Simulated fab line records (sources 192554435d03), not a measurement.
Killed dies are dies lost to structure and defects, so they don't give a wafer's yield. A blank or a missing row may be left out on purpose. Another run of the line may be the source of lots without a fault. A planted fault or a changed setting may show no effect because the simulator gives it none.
fab line records	flow n5Finfet
record: lots: 7	wafers: 21
route steps=1938 shown MOL_CONTACT_COAG@566 BEOL_M0_SAQP@676 BEOL_M0_CUTY@711 BEOL_M0@720 BEOL_M1@770 BEOL_M4@1070 BEOL_M5@1191 BEOL_M8@1335
startH: hours from the record's opening day to when the first of the lot's shown wafers began	waitH: hours since the lot's step before	" unchanged from the row above	L1.1+2: a row that stands for several wafers	- no value, or no start given	* or withheld: withheld	< > ~ a bound
route shown NAME@n: a module of which the file shows steps, and the number in the route of the first	usual: mean/standard deviation of fault-free wafers	same: alike in all rows	chamber/n: place in a boat	sites: each site's reading	_std_site: standard deviation of those values	_edge_site: mean of outer sites minus mean of inner sites	radiusMm: how far each site lies from the wafer's centre	mask NAME#n: copy n	behind: tool/chamber where the wafer was last shaped	hold: what put the lot on hold/how long, in hours/how the hold closed	device: which transistor (n, p or np) failed to switch	end of line: at the end of the route, the tests of the same wafers	a step given without rows: its recipe and nothing more	killed: count of dies lost to structure and defects at first sort (not the wafer's yield)	map: the dies of a wafer, with x for killed, . for not killed, _ for no die there
set.NAME: the setting the step ran with; set.NAME@STEP: the setting that earlier step ran with	model.NAME: the simulator's own value behind a step, which no gauge read
one table per step and one row per wafer, for lots whose settings were changed on purpose
== steps ==
step: N5_MOL_CONTACT_COAG_COAT_77
recipe: resist: underlayer	tempC: 205	timeS: 60	spinRpm: 1500	resistThkNm: 10
lot.wafer	tool	chamber	startH	waitH	set.spinRpm	model.underlayer_of_MOL_CONTACT_COAG_COAT_77.thkNm
L074.1	lithoTrack-02	0	-	-	1500	10
L074.2+5	"	0	"	"	1637	9.6
L080.1+5	lithoTrack-02	0	-	-	1500	10
L080.2	"	0	"	"	1444	10.2
L081.1+2	lithoTrack-02	0	-	-	1500	10
L081.5	"	0	"	"	1597	9.6
L084.1+2+4	lithoTrack-05	0	-	-	1500	10
L086.1+3+5	lithoTrack-02	0	-	-	1500	10
L087.3+6	lithoTrack-02	0	-	-	1500	10
L087.5	"	0	"	"	1553	9.8
L091.4+5+6	lithoTrack-02	0	-	-	1500	10
step: N5_MOL_CONTACT_COAG_COAT_78
recipe: resist: CAR-EUV	spinRpm: 1500	resistThkNm: 40
step: N5_MOL_CONTACT_COAG_EBR_80
recipe: solvent: PGMEA	ebrWidthMm: 1.5
step: N5_MOL_CONTACT_COAG_DESCUM_88
recipe: chemistry: O2	timeS: 7	sourcePowerW: 50	biasPowerW: 20	pressureMtorr: 20	rfFrequencyHz: 2.712e+07	tempC: 40	resist: CAR-EUV	o2FlowSccm: 225
step: N5_MOL_CONTACT_COAG_ETCH_89
recipe: chemistry: N2/H2	target: underlayer	targetDepthA: 130	maskMaterial: CAR-EUV	timeS: 10.4	ionEnergyEv: 200	pressureMtorr: 30	sourceW: 840	biasW: 150	n2FlowSccm: 200	h2FlowSccm: 200	ends: cleared
lot.wafer	tool	chamber	startH	waitH	set.spinRpm@MOL_CONTACT_COAG_COAT_77	model.etch.depthNm
L074.1	rieDiel-01	0	101.45	0.0	1500	9.989
L074.2	"	1	"	"	1637	9.575
L074.5	"	2	"	"	1637	9.572
L080.1	rieDiel-01	3	136.60	0.0	1500	9.998
L080.2	"	1	"	"	1444	10.2
L080.5	"	2	"	"	1500	9.981
L081.1	rieDiel-01	3	142.31	0.0	1500	9.998
L081.2	"	0	"	"	1500	9.982
L081.5	"	0	"	"	1597	9.688
L084.1+4	rieDiel-05	0,3	157.84	0.0	1500	10.01
L084.2	"	2	"	"	1500	10
L086.1+3	rieDiel-05	0,3	177.07	0.0	1500	10.04
L086.5	"	3	"	"	1500	10.02
L087.3	rieDiel-05	0	185.80	0.0	1500	10.01
L087.5	"	1	"	"	1553	9.849
L087.6	"	0	"	"	1500	10.03
L091.4	rieDiel-05	1	207.07	0.0	1500	10.01
L091.5	"	1	"	"	1500	9.985
L091.6	"	2	"	"	1500	9.975
step: N5_MOL_CONTACT_COAG_EXPOSE_37
recipe: maskId: VD	na: 0.33	sourceShape: annular	sigmaInner: 0.3	sigmaOuter: 0.7	polarization: unpolarized	defocusNm: 0	doseMj: 62
lot.wafer	tool	chamber	startH	waitH	mask	set.doseMj
L074.1+5	euvScanner-01	0	102.52	-	VD#0	65.43
L074.2	"	0	"	"	VD#0	62
L080.1	euvScanner-02	0	137.67	-	VD#0	65.5
L080.2+5	"	0	"	"	VD#0	62
L081.1+2+5	euvScanner-01	0	143.38	-	VD#0	62
L084.1	euvScanner-02	0	158.89	-	VD#0	65.36
L084.2+4	"	0	"	"	VD#0	62
L086.1+3+5	euvScanner-02	0	178.13	-	VD#0	62
L087.3+5	euvScanner-02	0	186.89	-	VD#0	62
L087.6	"	0	"	"	VD#0	64.78
L091.4+5	euvScanner-01	0	208.28	-	VD#0	58.59
L091.6	"	0	"	"	VD#0	62
step: N5_MOL_CONTACT_COAG_PEB_38
recipe: pebTempC: 100	pebTimeS: 60	resist: CAR-EUV
step: N5_MOL_CONTACT_COAG_DEVELOP_39
recipe: developTimeS: 30	developer: TMAH	resist: CAR-EUV	rinseLiquid: surfactantRinse	dry: airSpin	devTempC: 23
step: N5_MOL_CONTACT_COAG_CD_MEAS_40
recipe: targetCdNm: 25.1	landingEnergyEv: 500	detector: seInlens	polarity: opening
usual: cdNm: 25.16/0.26
lot.wafer	tool	chamber	startH	waitH	set.doseMj@MOL_CONTACT_COAG_EXPOSE_37	cdNm
L074.1	cdSem-03	0	102.66	-	65.43	26.06
L074.2	"	0	"	"	62	25.42
L074.5	"	0	"	"	65.43	26.36
L080.1	cdSem-02	0	137.81	-	65.5	26.34
L080.2	"	0	"	"	62	25.14
L080.5	"	0	"	"	62	25.20
L081.1	cdSem-02	0	143.52	-	62	24.70
L081.2	"	0	"	"	62	24.96
L081.5	"	0	"	"	62	24.67
L084.1	cdSem-03	0	159.04	-	65.36	26.20
L084.2	"	0	"	"	62	25.49
L084.4	"	0	"	"	62	25.46
L086.1	cdSem-03	0	178.28	-	62	24.73
L086.3	"	0	"	"	62	25.14
L086.5	"	0	"	"	62	25.34
L087.3	cdSem-02	0	187.02	-	62	25.57
L087.5	"	0	"	"	62	25.47
L087.6	"	0	"	"	64.78	26.17
L091.4	cdSem-03	0	208.40	-	58.59	24.52
L091.5	"	0	"	"	58.59	24.78
L091.6	"	0	"	"	62	25.25
step: N5_MOL_CONTACT_COAG_DESCUM_45
recipe: chemistry: O2	timeS: 7	sourcePowerW: 50	biasPowerW: 20	pressureMtorr: 20	rfFrequencyHz: 2.712e+07	tempC: 40	resist: CAR-EUV	o2FlowSccm: 225
lot.wafer	tool	chamber	startH	waitH	set.timeS	model.CAR-EUV_of_MOL_CONTACT_COAG_COAT_34.thkNm
L074.1	rieDiel-01	3	102.87	0.1	7	36.2
L074.2	"	1	"	"	7.543	35.8
L074.5	"	3	"	"	7	36
L080.1+2	rieDiel-04	1,2	138.01	0.1	7	36.2
L080.5	"	1	"	"	8.284	35.4
L081.1	rieDiel-05	2	143.64	0.0	7.809	35.6
L081.2	"	1	"	"	7	36.2
L081.5	"	2	"	"	7.809	35.8
L084.1+4	rieDiel-05	3,2	159.45	0.3	6.02	36.4
L084.2	"	1	"	"	7	36.2
L086.1+3+5	rieDiel-05	1,3,3	178.51	0.1	7	36.2
L087.3+5+6	rieDiel-01	1,1,2	187.14	0.0	8.128	35.4
L091.4+5+6	rieDiel-04	0,3,2	208.54	0.0	7	36.2
step: N5_BEOL_M0_SAQP_SPACER2_ALD_26
recipe: material: SiO2	targetThkA: 150	tempC: 300	aldPrecursorFamily: BDEAS	aldCoReactant: O2-plasma	pulseTimeS: 1	purgeTimeS: 2	coReactantPurgeTimeS: 2	pressureTorr: 2
lot.wafer	tool	chamber	startH	waitH	set.targetThkA	model.SiO2_of_BEOL_M0_SAQP_SPACER2_ALD_26.thkNm
L074.1	aldSin-01	1	114.48	0.1	150	15
L074.2	"	0	"	"	150	14.8
L074.5	"	2	"	"	159.3	16
L080.1+5	aldSin-01	3,1	148.31	0.1	150	15
L080.2	"	0	"	"	160	15.8
L081.1+5	aldSin-01	0	155.65	0.6	150	14.8
L081.2	"	1	"	"	150	15
L084.1+2	aldSin-01	2,1	169.14	0.1	150	15
L084.4	"	0	"	"	150	14.8
L086.1+3+5	aldSin-04	2,0,0	190.76	0.9	150	15
L087.3	aldSin-02	3	200.33	0.1	155.1	15.4
L087.5+6	"	0,3	"	"	150	15
L091.4	aldSin-04	1	217.22	0.1	139.5	14
L091.5	"	0	"	"	150	15
L091.6	"	3	"	"	139.5	13.8
step: N5_BEOL_M0_SAQP_SPACER2_ETCHBACK_27
recipe: chemistry: CHF3/O2	mode: anisotropicEtchback	target: SiO2	targetDepthA: 225	timeS: 11.25	pressureMtorr: 30	sourceW: 650	biasW: 170	Ar_flow_sccm: 200	CHF3_flow_sccm: 50	O2_flow_sccm: 5	ionEnergyEv: 200
step: N5_BEOL_M0_SAQP_MANDREL2_REMOVE_110
recipe: chemistry: HBr/Cl2/O2	btTimeS: 10	target: a-Si	stopOn: SiCN	endpoint: OES-SiCl	overEtchFrac: 1	icpW: 600	biasW: 30	HBr_flow_sccm: 150	Cl2_flow_sccm: 80	O2_flow_sccm: 5	pressureMtorr: 10
lot.wafer	tool	chamber	startH	waitH	set.targetThkA@BEOL_M0_SAQP_SPACER2_ALD_26	model.BEOL_M0_SAQP.cdNm
L074.1+2	rieSi-04	1,2	115.16	0.1	150	14.8
L074.5	"	1	"	"	159.3	15.8
L080.1+5	rieSi-02	1,0	148.94	0.1	150	15
L080.2	"	2	"	"	160	15.8
L081.1+2+5	rieSi-04	3,1,1	156.37	0.1	150	14.8
L084.1	rieSi-04	3	169.80	0.1	150	15
L084.2	"	2	"	"	150	15.2
L084.4	"	0	"	"	150	14.6
L086.1+3+5	rieSi-02	3,0,2	191.40	0.1	150	15.2
L087.3	rieSi-05	3	200.97	0.1	155.1	15.4
L087.5	"	3	"	"	150	15
L087.6	"	0	"	"	150	15.2
L091.4	rieSi-02	3	217.94	0.1	139.5	14
L091.5	"	1	"	"	150	15
L091.6	"	2	"	"	139.5	13.8
step: N5_BEOL_M0_SAQP_CD_MEAS_29
recipe: targetCdNm: 14.4	landingEnergyEv: 1000	detector: seInlens
usual: cdNm: 14.98/0.28
lot.wafer	tool	chamber	startH	waitH	set.targetThkA@BEOL_M0_SAQP_SPACER2_ALD_26	cdNm
L074.1	cdSem-03	0	115.27	0.1	150	15.02
L074.2	"	0	"	"	150	14.75
L074.5	"	0	"	"	159.3	15.80
L080.1	cdSem-01	0	149.05	0.1	150	14.73
L080.2	"	0	"	"	160	15.69
L080.5	"	0	"	"	150	14.96
L081.1	cdSem-01	0	156.48	0.1	150	14.84
L081.2	"	0	"	"	150	14.91
L081.5	"	0	"	"	150	14.44
L084.1	cdSem-01	0	169.91	0.1	150	14.95
L084.2	"	0	"	"	150	15.15
L084.4	"	0	"	"	150	14.70
L086.1	cdSem-02	0	191.51	0.1	150	15.29
L086.3	"	0	"	"	150	15.41
L086.5	"	0	"	"	150	15.63
L087.3	cdSem-03	0	201.08	0.1	155.1	15.21
L087.5	"	0	"	"	150	15.08
L087.6	"	0	"	"	150	14.95
L091.4	cdSem-03	0	218.06	0.1	139.5	14.15
L091.5	"	0	"	"	150	15.06
L091.6	"	0	"	"	139.5	13.98
step: N5_BEOL_M0_SAQP_COAT_69
recipe: resist: SOC	tempC: 250	timeS: 60	spinRpm: 1500	resistThkNm: 90
step: N5_BEOL_M0_SAQP_COAT_72
recipe: resist: SiARC	tempC: 220	timeS: 60	spinRpm: 1500	resistThkNm: 15
step: N5_BEOL_M0_CUTY_DESCUM_61
recipe: chemistry: O2	timeS: 7.9	sourcePowerW: 50	biasPowerW: 20	pressureMtorr: 20	rfFrequencyHz: 2.712e+07	tempC: 40	resist: CAR-ArF-block	o2FlowSccm: 225
step: N5_BEOL_M0_CUTY_ETCH_62
recipe: chemistry: CF4	target: SiARC	maskMaterial: CAR-ArF-block	timeS: 58.5	ionEnergyEv: 80	pressureMtorr: 40	sourceW: 545	biasW: 36	Ar_flow_sccm: 100	cf4FlowSccm: 100	ends: cleared
step: N5_BEOL_M0_CUTY_ETCH_63
recipe: chemistry: N2/H2	target: SOC	targetDepthA: 827	overetchA: 165	maskMaterial: SiARC	tempC: 40	ionEnergyEv: 200	timeS: 124	pressureMtorr: 30	sourceW: 840	biasW: 150	n2FlowSccm: 200	h2FlowSccm: 200
lot.wafer	tool	chamber	startH	waitH	set.targetThkA@BEOL_M0_SAQP_SPACER2_ALD_26	model.SiO2_of_BEOL_M0_SAQP_SPACER2_ALD_26.thkNm
L074.1	rieDiel-04	2	118.15	0.0	150	7.2
L074.2	"	0	"	"	150	7
L074.5	"	0	"	"	159.3	8.2
L080.1+5	rieDiel-04	1	151.63	0.0	150	7.2
L080.2	"	3	"	"	160	8
L081.1	rieDiel-05	1	158.78	0.0	150	7.2
L081.2+5	"	3,0	"	"	150	6.8
L084.1+2	rieDiel-01	0,3	172.03	0.0	150	7.2
L084.4	"	2	"	"	150	6.8
L086.1	rieDiel-05	1	193.42	0.0	150	7.4
L086.3+5	"	2	"	"	150	7.2
L087.3	rieDiel-05	1	203.59	0.0	155.1	7.8
L087.5+6	"	0,3	"	"	150	7
L091.4+6	rieDiel-01	1	220.08	0.0	139.5	6.2
L091.5	"	2	"	"	150	7
step: N5_BEOL_M0_ETCH_128
recipe: chemistry: CF4/N2	targetDepthA: 120	overetchA: 51	target: SiCN	timeS: 21.4	ionEnergyEv: 150	pressureMtorr: 40	sourceW: 430	biasW: 70	Ar_flow_sccm: 100	cf4FlowSccm: 60	n2FlowSccm: 60
usual: rfVppV: 382.3/1.9
lot.wafer	tool	chamber	startH	waitH	set.sourceW	rfVppV
L074.1	rieDiel-01	3	125.52	0.6	430	383.7
L074.2	"	1	"	"	430	380.5
L074.5	"	0	"	"	430	381.5
L080.1	rieDiel-05	1	152.80	0.3	472.1	370.4
L080.2	"	2	"	"	430	377.1
L080.5	"	2	"	"	472.1	366.2
L081.1	rieDiel-01	2	159.56	0.0	430	382.3
L081.2	"	0	"	"	430	381.7
L081.5	"	0	"	"	430	381.7
L084.1	rieDiel-04	0	173.71	0.4	495.4	364.8
L084.2	"	2	"	"	430	382.6
L084.4	"	0	"	"	495.4	364.3
L086.1	rieDiel-04	3	194.25	0.0	430	382.9
L086.3	"	0	"	"	430	383.6
L086.5	"	0	"	"	430	383.7
L087.3	rieDiel-05	2	204.22	0.1	430	377.6
L087.5	"	0	"	"	499.6	361.9
L087.6	"	3	"	"	430	384.2
L091.4	rieDiel-05	2	220.71	0.0	430	378.5
L091.5	"	3	"	"	383.4	398.2
L091.6	"	2	"	"	430	378.5
step: N5_BEOL_M1_ETCH_64
recipe: chemistry: N2/H2	target: SOC	targetDepthA: 750	overetchA: 150	maskMaterial: SiARC	tempC: 40	timeS: 112.5	ionEnergyEv: 200	pressureMtorr: 30	sourceW: 840	biasW: 150	n2FlowSccm: 200	h2FlowSccm: 200
usual: rfVppV: 524.0/2.1
lot.wafer	tool	chamber	startH	waitH	set.sourceW	rfVppV
L074.1	rieDiel-02	0	131.26	0.0	840	525.9
L074.2	"	1	"	"	840	524.3
L074.5	"	0	"	"	840	526.8
L080.1	rieDiel-03	3	158.87	0.0	840	526.4
L080.2	"	1	"	"	840	521.7
L080.5	"	1	"	"	763.8	538.4
L081.1	rieDiel-06	0	165.31	0.0	746.6	545.4
L081.2	"	1	"	"	840	521.9
L081.5	"	2	"	"	840	523.3
L084.1	rieDiel-06	2	179.45	0.0	840	521.1
L084.2	"	3	"	"	840	528.8
L084.4	"	1	"	"	840	522.9
L086.1	rieDiel-02	3	203.31	0.0	840	522.1
L086.3	"	0	"	"	840	525.9
L086.5	"	2	"	"	840	522.9
L087.3	rieDiel-03	0	213.86	0.0	840	521.9
L087.5	"	2	"	"	840	525.6
L087.6	"	3	"	"	840	527.0
L091.4	rieDiel-03	2	225.97	0.0	840	525.5
L091.5	"	1	"	"	840	521.1
L091.6	"	0	"	"	981.4	496.3
step: N5_BEOL_M1_SPUTTER_48
recipe: material: Cu	targetThkA: 45	tempC: -20	chamberPressurePa: 0.07	powerW: withheld	timeS: 8.29
lot.wafer	tool	chamber	startH	waitH	set.timeS	model.Cu_of_BEOL_M1_SPUTTER_48.thkNm
L074.1	pvdSputter-03	-	139.45	0.1	7.362	-
L074.2	"	-	"	"	7.362	4
L074.5	"	-	"	"	8.29	4.6
L080.1	pvdSputter-02	-	166.86	0.1	8.29	4.2
L080.2+5	"	-	"	"	8.29	4.4
L081.1+2	pvdSputter-02	-	171.54	0.4	8.29	4.4
L081.5	"	-	"	"	9.424	5
L084.1	pvdSputter-03	-	186.86	0.2	8.808	-
L084.2	"	-	"	"	8.29	4.2
L084.4	"	-	"	"	8.29	4.4
L086.1	pvdSputter-02	-	206.12	0.2	8.29	4.4
L086.3+5	"	-	"	"	8.29	4.6
L087.3	pvdSputter-02	-	218.84	0.4	8.29	4.8
L087.5+6	"	-	"	"	7.377	4.2
L091.4	pvdSputter-01	-	233.76	0.4	7.765	-
L091.5	"	-	"	"	7.765	4.4
L091.6	"	-	"	"	8.29	4.8
step: N5_BEOL_M4_TRENCH_ETCH_37
recipe: chemistry: C4F6/O2	targetDepthA: 555.55	target: SiOC	timeS: 29.2	ionEnergyEv: 250	pressureMtorr: 30	sourceW: 355	biasW: 185	Ar_flow_sccm: 300	C4F6_flow_sccm: 10	O2_flow_sccm: 10
usual: rfVppV: 681/26
lot.wafer	tool	chamber	startH	waitH	set.biasW	rfVppV
L074.1	rieDiel-04	2	-	-	162.6	638
L074.2	"	0	"	"	185	682
L074.5	"	1	"	"	162.6	591
L080.1	rieDiel-04	2	-	-	185	704
L080.2	"	3	"	"	185	654
L080.5	"	3	"	"	161.4	587
L081.1	rieDiel-05	2	-	-	185	655
L081.2	"	3	"	"	185	652
L081.5	"	2	"	"	185	656
L084.1	rieDiel-01	2	-	-	196.8	735
L084.2	"	3	"	"	185	715
L084.4	"	0	"	"	196.8	756
L086.1	rieDiel-01	1	-	-	185	654
L086.3	"	0	"	"	185	719
L086.5	"	2	"	"	185	700
L087.3	rieDiel-05	2	-	-	201.5	699
L087.5	"	1	"	"	201.5	713
L087.6	"	2	"	"	185	655
L091.4	rieDiel-04	3	-	-	185	653
L091.5	"	2	"	"	207.6	772
L091.6	"	1	"	"	185	665
step: N5_BEOL_M5_DEP_56
recipe: material: SiCN	targetThkA: 80	tempC: withheld	precursor: 3MS/NH3	pressureTorr: 3	rfW: 202	timeS: 14
lot.wafer	tool	chamber	startH	waitH	set.timeS	model.SiCN_of_BEOL_M5_DEP_56.thkNm
L074.1+5	pecvd-01	0	186.54	0.0	14	8
L074.2	"	2	"	"	14.81	8.6
L080.1+5	pecvd-01	0	220.00	0.0	12.97	7.2
L080.2	"	1	"	"	14	8
L081.1+5	pecvd-01	2,1	228.40	0.0	14	8.2
L081.2	"	0	"	"	15.12	8.6
L084.1	pecvd-01	0	232.81	0.0	15.93	9
L084.2	"	2	"	"	14	8
L084.4	"	0	"	"	14	8.2
L086.1	pecvd-01	1	258.85	0.0	14	8.2
L086.3+5	"	2,0	"	"	14	8
L087.3+6	pecvd-03	2	265.70	0.0	12.12	7.2
L087.5	"	0	"	"	14	8.4
L091.4	pecvd-03	2	292.33	0.0	14	8.4
L091.5	"	1	"	"	12.35	7.2
L091.6	"	2	"	"	14	8.2
step: N5_BEOL_M8_PECVD_70
recipe: material: SiO2	targetThkA: 200	tempC: 400	precursor: TEOS/O2	pressureTorr: 5.5	rfW: 450	teosFlowSccm: 53.8	gas: O2	flowSccm: 3000	timeS: 22.7
lot.wafer	tool	chamber	startH	waitH	set.tempC	model.SiO2_of_BEOL_M8_PECVD_70.thkNm
L074.1	pecvd-02	1	205.27	0.0	416.4	17
L074.2	"	0	"	"	400	19.4
L074.5	"	1	"	"	416.4	17.4
L080.1	pecvd-04	2	237.62	0.0	400	20.4
L080.2	"	1	"	"	400	20
L080.5	"	2	"	"	384.9	22.2
L081.1	pecvd-04	1	246.73	0.0	400	20.2
L081.2	"	2	"	"	394.3	21
L081.5	"	1	"	"	394.3	21.2
L084.1	pecvd-01	0	251.12	0.0	400	19.6
L084.2	"	1	"	"	389.5	21.6
L084.4	"	1	"	"	389.5	22
L086.1	pecvd-02	1	277.57	0.0	400	19
L086.3+5	"	0	"	"	400	19.8
L087.3+6	pecvd-01	1	285.50	0.1	400	20.2
L087.5	"	2	"	"	387.7	21.8
L091.4+5	pecvd-01	0	309.34	0.1	400	19.6
L091.6	"	1	"	"	389.2	22
== key ==
split: step: N5_MOL_CONTACT_COAG_COAT_77	setting: spinRpm	stated: 1500	by: wafer
response: step: N5_MOL_CONTACT_COAG_COAT_77	reading: model.underlayer_of_MOL_CONTACT_COAG_COAT_77.thkNm	change: -0.0507	per: 1%	r: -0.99
response: step: N5_MOL_CONTACT_COAG_ETCH_89	reading: model.etch.depthNm	change: -0.0472	per: 1%	r: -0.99
split: step: N5_MOL_CONTACT_COAG_EXPOSE_37	setting: doseMj	stated: 62	by: wafer
response: step: N5_MOL_CONTACT_COAG_CD_MEAS_40	reading: cdNm	change: +0.148	per: 1%	r: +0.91
split: step: N5_MOL_CONTACT_COAG_DESCUM_45	setting: timeS	stated: 7	by: wafer
response: step: N5_MOL_CONTACT_COAG_DESCUM_45	reading: model.CAR-EUV_of_MOL_CONTACT_COAG_COAT_34.thkNm	change: -0.0352	per: 1%	r: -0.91
split: step: N5_BEOL_M0_SAQP_SPACER2_ALD_26	setting: targetThkA	stated: 150	by: wafer
response: step: N5_BEOL_M0_SAQP_SPACER2_ALD_26	reading: model.SiO2_of_BEOL_M0_SAQP_SPACER2_ALD_26.thkNm	change: +0.148	per: 1%	r: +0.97
response: step: N5_BEOL_M0_SAQP_MANDREL2_REMOVE_110	reading: model.BEOL_M0_SAQP.cdNm	change: +0.141	per: 1%	r: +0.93
response: step: N5_BEOL_M0_SAQP_CD_MEAS_29	reading: cdNm	change: +0.132	per: 1%	r: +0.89
response: step: N5_BEOL_M0_CUTY_ETCH_63	reading: model.SiO2_of_BEOL_M0_SAQP_SPACER2_ALD_26.thkNm	change: +0.143	per: 1%	r: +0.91
split: step: N5_BEOL_M0_ETCH_128	setting: sourceW	stated: 430	by: wafer
response: step: N5_BEOL_M0_ETCH_128	reading: rfVppV	change: -1.25	per: 1%	r: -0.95
split: step: N5_BEOL_M1_ETCH_64	setting: sourceW	stated: 840	by: wafer
response: step: N5_BEOL_M1_ETCH_64	reading: rfVppV	change: -1.71	per: 1%	r: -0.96
split: step: N5_BEOL_M1_SPUTTER_48	setting: timeS	stated: 8.29	by: wafer
response: step: N5_BEOL_M1_SPUTTER_48	reading: model.Cu_of_BEOL_M1_SPUTTER_48.thkNm	change: +0.0503	per: 1%	r: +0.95
split: step: N5_BEOL_M4_TRENCH_ETCH_37	setting: biasW	stated: 185	by: wafer
response: step: N5_BEOL_M4_TRENCH_ETCH_37	reading: rfVppV	change: +6.97	per: 1%	r: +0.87
split: step: N5_BEOL_M5_DEP_56	setting: timeS	stated: 14	by: wafer
response: step: N5_BEOL_M5_DEP_56	reading: model.SiCN_of_BEOL_M5_DEP_56.thkNm	change: +0.0818	per: 1%	r: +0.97
split: step: N5_BEOL_M8_PECVD_70	setting: tempC	stated: 400	by: wafer
response: step: N5_BEOL_M8_PECVD_70	reading: model.SiO2_of_BEOL_M8_PECVD_70.thkNm	change: -0.617	per: 1%	r: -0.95
